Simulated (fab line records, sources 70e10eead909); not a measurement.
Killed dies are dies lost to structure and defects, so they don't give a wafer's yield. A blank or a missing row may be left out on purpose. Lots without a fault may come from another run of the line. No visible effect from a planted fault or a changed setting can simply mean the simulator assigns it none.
Which tool did it? || flow nand harc || 33 wafers from 11 lots sampled at 6 of the route's 1302 steps

## WHAT EACH GAUGE READ, for each wafer
NHARC_P_ZERO_WELL_CD_MEAS_24: target cd 720 nm.
{"lot": "L916", "measured": "day 1 22:28", "on": "cd sem-01", "cd nm (nm)": "720.1 720.5 720.2"}
{"lot": "L917", "measured": "day 2 08:31", "on": "cd sem-01", "cd nm (nm)": "718.2 720.8 720.3"}
{"lot": "L918", "measured": "day 2 18:50", "on": "cd sem-02", "cd nm (nm)": "718.7 718.6 718.6"}
{"lot": "L919", "measured": "day 3 05:01", "on": "cd sem-01", "cd nm (nm)": "722.5 720.1 720.6"}
{"lot": "L921", "measured": "day 4 00:29", "on": "cd sem-01", "cd nm (nm)": "722.6 722.1 722.5"}
{"lot": "L922", "measured": "day 4 10:35", "on": "cd sem-02", "cd nm (nm)": "720.1 720.1 718.5"}
{"lot": "L924", "measured": "day 5 06:28", "on": "cd sem-03", "cd nm (nm)": "718.6 719.0 719.2"}
{"lot": "L925", "measured": "day 5 16:40", "on": "cd sem-03", "cd nm (nm)": "717.5 718.9 717.9"}
{"lot": "L931", "measured": "day 8 04:23", "on": "cd sem-01", "cd nm (nm)": "713.1 713.0 712.4"}
{"lot": "L933", "measured": "day 9 00:37", "on": "cd sem-03", "cd nm (nm)": "713.3 712.0 711.4"}
{"lot": "L939", "measured": "day 11 13:17", "on": "cd sem-01", "cd nm (nm)": "720.8 721.5 723.1"}

NHARC_P_STI_OCD_MEAS_43.
{"lot": "L916", "measured": "day 2 23:01", "on": "ocd-01", "trench depth nm (nm)": "296.7 300.9 301.1", "trench foot cd nm (nm)": "158.8 156.5 156.5"}
{"lot": "L917", "measured": "day 3 06:40", "on": "ocd-01", "trench depth nm (nm)": "295.9 297.9 302.6", "trench foot cd nm (nm)": "160.4 158.3 157.8"}
{"lot": "L918", "measured": "day 3 18:58", "on": "ocd-01", "trench depth nm (nm)": "300.3 306.0 300.9", "trench foot cd nm (nm)": "159.9 157.3 154.6"}
{"lot": "L919", "measured": "day 4 02:58", "on": "ocd-01", "trench depth nm (nm)": "300.2 299.9 298.4", "trench foot cd nm (nm)": "163.2 159.0 158.8"}
{"lot": "L921", "measured": "day 4 22:49", "on": "ocd-01", "trench depth nm (nm)": "302.5 303.0 304.2", "trench foot cd nm (nm)": "155.9 159.5 161.3"}
{"lot": "L922", "measured": "day 5 08:00", "on": "ocd-02", "trench depth nm (nm)": "305.1 306.2 308.0", "trench foot cd nm (nm)": "159.7 153.4 154.9"}
{"lot": "L924", "measured": "day 6 04:32", "on": "ocd-02", "trench depth nm (nm)": "303.7 301.7 302.8", "trench foot cd nm (nm)": "159.7 160.9 160.2"}
{"lot": "L925", "measured": "day 6 14:57", "on": "ocd-01", "trench depth nm (nm)": "300.6 298.9 302.2", "trench foot cd nm (nm)": "155.0 157.0 156.0"}
{"lot": "L931", "measured": "day 9 01:48", "on": "ocd-01", "trench depth nm (nm)": "300.5 300.5 300.4", "trench foot cd nm (nm)": "158.2 158.5 157.9"}
{"lot": "L933", "measured": "day 9 22:14", "on": "ocd-02", "trench depth nm (nm)": "299.9 300.1 300.1", "trench foot cd nm (nm)": "157.0 158.3 157.3"}
{"lot": "L939", "measured": "day 12 10:31", "on": "ocd-01", "trench depth nm (nm)": "305.0 304.6 304.7", "trench foot cd nm (nm)": "160.1 158.8 161.4"}

NHARC_END_SORT_01.
{"lot": "L933", "measured": "day 31 19:02", "on": "prober-02", "killed at array": "50 57 78", "killed at other": "1 6 1", "killed at periphery": "6 11 7", "killed dies": "57 74 86", "killed open": "1 8 4", "killed short": "4 1 2"}

## WHAT TOOL EACH LOT RAN ON (gives the tool, then ch and the chambers of the sampled wafers, and finally the start)
{"lot": "L916", "NHARC_P_ZERO_WELL_ETCH_65": "rie diel-05 ch 0,2,3, day 1 21:29", "NHARC_P_ZERO_WELL_ETCH_62": "rie diel-05 ch 1,3, day 1 22:23 or earlier", "NHARC_P_ZERO_WELL_PEB_22": "litho track-02 ch 0, day 1 22:23"}
{"lot": "L917", "NHARC_P_ZERO_WELL_ETCH_65": "rie diel-05 ch 0,2, day 2 07:25", "NHARC_P_ZERO_WELL_ETCH_62": "rie diel-05 ch 0,2,3, day 2 08:25 or earlier", "NHARC_P_ZERO_WELL_PEB_22": "litho track-03 ch 0, day 2 08:25"}
{"lot": "L918", "NHARC_P_ZERO_WELL_ETCH_65": "rie diel-04 ch 0,1,2, day 2 17:41", "NHARC_P_ZERO_WELL_ETCH_62": "rie diel-04 ch 0,1,2, day 2 18:44 or earlier", "NHARC_P_ZERO_WELL_PEB_22": "litho track-02 ch 0, day 2 18:44"}
{"lot": "L919", "NHARC_P_ZERO_WELL_ETCH_65": "rie diel-05 ch 0,1,2, day 3 03:36", "NHARC_P_ZERO_WELL_ETCH_62": "rie diel-05 ch 1,2, day 3 04:55 or earlier", "NHARC_P_ZERO_WELL_PEB_22": "litho track-03 ch 0, day 3 04:55"}
{"lot": "L921", "NHARC_P_ZERO_WELL_ETCH_65": "rie diel-04 ch 0,1,2, day 3 23:22", "NHARC_P_ZERO_WELL_ETCH_62": "rie diel-04 ch 0,1, day 4 00:24 or earlier", "NHARC_P_ZERO_WELL_PEB_22": "litho track-05 ch 0, day 4 00:24"}
{"lot": "L922", "NHARC_P_ZERO_WELL_ETCH_65": "rie diel-02 ch 0,3, day 4 09:29", "NHARC_P_ZERO_WELL_ETCH_62": "rie diel-02 ch 1,2, day 4 10:29 or earlier", "NHARC_P_ZERO_WELL_PEB_22": "litho track-05 ch 0, day 4 10:29"}
{"lot": "L924", "NHARC_P_ZERO_WELL_ETCH_65": "rie diel-04 ch 0,1,3, day 5 05:29", "NHARC_P_ZERO_WELL_ETCH_62": "rie diel-04 ch 0,1,3, day 5 06:22 or earlier", "NHARC_P_ZERO_WELL_PEB_22": "litho track-05 ch 0, day 5 06:22"}
{"lot": "L925", "NHARC_P_ZERO_WELL_ETCH_65": "rie diel-05 ch 1,2,3, day 5 15:34", "NHARC_P_ZERO_WELL_ETCH_62": "rie diel-05 ch 0,1,3, day 5 16:34 or earlier", "NHARC_P_ZERO_WELL_PEB_22": "litho track-05 ch 0, day 5 16:34"}
{"lot": "L931", "NHARC_P_ZERO_WELL_ETCH_65": "rie diel-04 ch 2,3, day 8 03:25", "NHARC_P_ZERO_WELL_ETCH_62": "rie diel-04 ch 0,2,3, day 8 04:17 or earlier", "NHARC_P_ZERO_WELL_PEB_22": "litho track-05 ch 0, day 8 04:17"}
{"lot": "L933", "NHARC_P_ZERO_WELL_ETCH_65": "rie diel-04 ch 0,1, day 8 23:29", "NHARC_P_ZERO_WELL_ETCH_62": "rie diel-04 ch 1,2,3, day 9 00:31 or earlier", "NHARC_P_ZERO_WELL_PEB_22": "litho track-05 ch 0, day 9 00:31"}
{"lot": "L939", "NHARC_P_ZERO_WELL_ETCH_65": "rie diel-04 ch 0,1, day 11 12:11", "NHARC_P_ZERO_WELL_ETCH_62": "rie diel-04 ch 2,3, day 11 13:11 or earlier", "NHARC_P_ZERO_WELL_PEB_22": "litho track-03 ch 0, day 11 13:11"}
- NHARC_P_ZERO_WELL_ETCH_65: etches the open film in N2/H2, target depth 80 nm, overetch 24 nm, time 87.88 s.
- NHARC_P_ZERO_WELL_ETCH_62: etches the open film in CHF3/Ar, target depth 13 nm, time 6.5 s.
- NHARC_P_ZERO_WELL_PEB_22: peb time 85 s.

## AS READ BY THE TOOLS THEMSELVES (means over the sampled wafers that have a number; for cases with no such wafer, the mark the record gives instead)
NHARC_P_ZERO_WELL_ETCH_65.
{"lot": "L916", "tool": "rie diel-05", "bias w (W)": 149.6, "drypump motor current A (A)": 5.7, "oes product au (a.u.)": 0.996, "rf vpp V (V)": 431.0, "showerhead plenum p Torr (Torr)": 2.04, "throttle valve pct (%)": 14.168}
{"lot": "L917", "tool": "rie diel-05", "bias w (W)": 149.7, "drypump motor current A (A)": 6.2, "oes product au (a.u.)": 0.987, "rf vpp V (V)": 431.8, "showerhead plenum p Torr (Torr)": 2.07, "throttle valve pct (%)": 14.171}
{"lot": "L918", "tool": "rie diel-04", "bias w (W)": 150.0, "drypump motor current A (A)": 5.5, "oes product au (a.u.)": 1.007, "rf vpp V (V)": 429.6, "showerhead plenum p Torr (Torr)": 2.00, "throttle valve pct (%)": 14.177}
{"lot": "L919", "tool": "rie diel-05", "bias w (W)": 150.1, "drypump motor current A (A)": 5.7, "oes product au (a.u.)": 0.995, "rf vpp V (V)": 432.1, "showerhead plenum p Torr (Torr)": 2.09, "throttle valve pct (%)": 14.178}
{"lot": "L921", "tool": "rie diel-04", "bias w (W)": 149.9, "drypump motor current A (A)": 5.6, "oes product au (a.u.)": 1.000, "rf vpp V (V)": 429.0, "showerhead plenum p Torr (Torr)": 1.99, "throttle valve pct (%)": 14.168}
{"lot": "L922", "tool": "rie diel-02", "bias w (W)": 150.1, "drypump motor current A (A)": 5.4, "oes product au (a.u.)": 0.997, "rf vpp V (V)": 427.9, "showerhead plenum p Torr (Torr)": 1.95, "throttle valve pct (%)": 14.163}
{"lot": "L924", "tool": "rie diel-04", "bias w (W)": 149.7, "drypump motor current A (A)": 5.9, "oes product au (a.u.)": 1.003, "rf vpp V (V)": 430.8, "showerhead plenum p Torr (Torr)": 2.04, "throttle valve pct (%)": 14.160}
{"lot": "L925", "tool": "rie diel-05", "bias w (W)": 150.0, "drypump motor current A (A)": 5.3, "oes product au (a.u.)": 1.004, "rf vpp V (V)": 431.3, "showerhead plenum p Torr (Torr)": 2.05, "throttle valve pct (%)": 14.163}
{"lot": "L931", "tool": "rie diel-04", "bias w (W)": 149.8, "drypump motor current A (A)": 5.8, "oes product au (a.u.)": 0.996, "rf vpp V (V)": 431.2, "showerhead plenum p Torr (Torr)": 2.04, "throttle valve pct (%)": 14.174}
{"lot": "L933", "tool": "rie diel-04", "bias w (W)": 150.0, "drypump motor current A (A)": 5.7, "oes product au (a.u.)": 1.000, "rf vpp V (V)": 428.4, "showerhead plenum p Torr (Torr)": 1.99, "throttle valve pct (%)": 14.165}
{"lot": "L939", "tool": "rie diel-04", "bias w (W)": 149.5, "drypump motor current A (A)": 5.8, "oes product au (a.u.)": 0.996, "rf vpp V (V)": 429.4, "showerhead plenum p Torr (Torr)": 2.00, "throttle valve pct (%)": 14.172}

NHARC_P_ZERO_WELL_ETCH_62.
{"lot": "L916", "tool": "rie diel-05", "bias w (W)": 200.1, "drypump motor current A (A)": 4.8, "oes product au (a.u.)": 0.965, "rf vpp V (V)": 370.6, "showerhead plenum p Torr (Torr)": 2.34, "throttle valve pct (%)": 20.216}
{"lot": "L917", "tool": "rie diel-05", "bias w (W)": 199.9, "drypump motor current A (A)": 5.7, "oes product au (a.u.)": 0.964, "rf vpp V (V)": 370.1, "showerhead plenum p Torr (Torr)": 2.34, "throttle valve pct (%)": 20.223}
{"lot": "L918", "tool": "rie diel-04", "bias w (W)": 199.7, "drypump motor current A (A)": 5.5, "oes product au (a.u.)": 0.955, "rf vpp V (V)": 370.1, "showerhead plenum p Torr (Torr)": 2.30, "throttle valve pct (%)": 20.219}
{"lot": "L919", "tool": "rie diel-05", "bias w (W)": 200.2, "drypump motor current A (A)": 5.2, "oes product au (a.u.)": 0.953, "rf vpp V (V)": 372.5, "showerhead plenum p Torr (Torr)": 2.42, "throttle valve pct (%)": 20.212}
{"lot": "L921", "tool": "rie diel-04", "bias w (W)": 199.5, "drypump motor current A (A)": 5.8, "oes product au (a.u.)": 0.967, "rf vpp V (V)": 370.8, "showerhead plenum p Torr (Torr)": 2.32, "throttle valve pct (%)": 20.220}
{"lot": "L922", "tool": "rie diel-02", "bias w (W)": 199.5, "drypump motor current A (A)": 5.7, "oes product au (a.u.)": 0.954, "rf vpp V (V)": 370.9, "showerhead plenum p Torr (Torr)": 2.34, "throttle valve pct (%)": 20.213}
{"lot": "L924", "tool": "rie diel-04", "bias w (W)": 200.1, "drypump motor current A (A)": 5.9, "oes product au (a.u.)": 0.977, "rf vpp V (V)": 369.7, "showerhead plenum p Torr (Torr)": 2.34, "throttle valve pct (%)": 20.218}
{"lot": "L925", "tool": "rie diel-05", "bias w (W)": 200.1, "drypump motor current A (A)": 5.3, "oes product au (a.u.)": 0.933, "rf vpp V (V)": 371.3, "showerhead plenum p Torr (Torr)": 2.37, "throttle valve pct (%)": 20.204}
{"lot": "L931", "tool": "rie diel-04", "bias w (W)": 199.9, "drypump motor current A (A)": 5.6, "oes product au (a.u.)": 0.954, "rf vpp V (V)": 370.3, "showerhead plenum p Torr (Torr)": 2.31, "throttle valve pct (%)": 20.220}
{"lot": "L933", "tool": "rie diel-04", "bias w (W)": 200.0, "drypump motor current A (A)": 5.7, "oes product au (a.u.)": 0.959, "rf vpp V (V)": 369.5, "showerhead plenum p Torr (Torr)": 2.32, "throttle valve pct (%)": 20.224}
{"lot": "L939", "tool": "rie diel-04", "bias w (W)": 199.6, "drypump motor current A (A)": 5.4, "oes product au (a.u.)": 0.953, "rf vpp V (V)": 368.4, "showerhead plenum p Torr (Torr)": 2.29, "throttle valve pct (%)": 20.221}

NHARC_P_ZERO_WELL_PEB_22.
{"lot": "L916", "tool": "litho track-02", "heater power total W (W)": 164.17, "plate temp C (C)": 118.00}
{"lot": "L917", "tool": "litho track-03", "heater power total W (W)": 163.88, "plate temp C (C)": 117.96}
{"lot": "L918", "tool": "litho track-02", "heater power total W (W)": 163.86, "plate temp C (C)": 118.02}
{"lot": "L919", "tool": "litho track-03", "heater power total W (W)": 163.92, "plate temp C (C)": 118.00}
{"lot": "L921", "tool": "litho track-05", "heater power total W (W)": 163.88, "plate temp C (C)": 118.05}
{"lot": "L922", "tool": "litho track-05", "heater power total W (W)": 163.94, "plate temp C (C)": 118.07}
{"lot": "L924", "tool": "litho track-05", "heater power total W (W)": 164.28, "plate temp C (C)": 117.89}
{"lot": "L925", "tool": "litho track-05", "heater power total W (W)": 164.16, "plate temp C (C)": 117.97}
{"lot": "L931", "tool": "litho track-05", "heater power total W (W)": 157.75, "plate temp C (C)": 114.56}
{"lot": "L933", "tool": "litho track-05", "heater power total W (W)": 157.91, "plate temp C (C)": 114.70}
{"lot": "L939", "tool": "litho track-03", "heater power total W (W)": 163.97, "plate temp C (C)": 117.89}

## THE ANSWER, worked out from the rows above alone
Rule: the usual values come from the lots themselves. The widest of any qualifying gaps counts: lots, ordered by their means at a reading, are off when they make up no more than a third of the lots, leave a main group of 4 or more, and stand apart from it by 3 or more times the standard deviation of that group's means. A main group is skipped when, at the precision printed for the reading in the tables above, its means are all equal. Also off: a lot with no number at a reading for which 4 or more lots have one. Where the step has rows for the other lots, those lots are counted as sound. The gauges are gone through in route order, then the tools' own readings, and for those a lot's mean is taken as printed above. At the first step where some lot is off, the reading lying furthest off is the one used; lots without a number count as furthest.
Off: L931, L933, at NHARC_P_ZERO_WELL_CD_MEAS_24 (cd nm). The main group has a mean of 720.1 nm with a standard deviation of 1.4.
A tool fits if, at a process step before that reading, it ran every lot that is off, and no sound lot after the first of them. The gauges at NHARC_P_ZERO_WELL_CD_MEAS_24 aren't tried: what is off there is off at NHARC_P_ZERO_WELL_PEB_22 too, on other tools, and a gauge's error can't cause that. NHARC_P_ZERO_WELL_ETCH_62 gives no start for some lots, so the hours and the order of its lots are those of NHARC_P_ZERO_WELL_PEB_22. One fits: litho track-05 at NHARC_P_ZERO_WELL_PEB_22. A fault onset in the window from L925 (day 5 16:34, its last sound lot) to L931 (day 8 04:17, its first lot off) fits.
The tool's own readings at NHARC_P_ZERO_WELL_PEB_22 bear it out: on the lots that are off they differ by more than 5 times the standard deviation of the sound lots' means. heater power total W reads 157.83 W there against 164.01 W on the sound lots; plate temp C reads 114.63 C there against 117.98 C on the sound lots.

## WHAT WAS PUT IN BY THE SIMULATOR
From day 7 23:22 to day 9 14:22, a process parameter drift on litho track-05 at NHARC_P_ZERO_WELL_PEB_22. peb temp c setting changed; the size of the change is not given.
Lots struck among those shown: L931, L933. The same result came from the rule above.
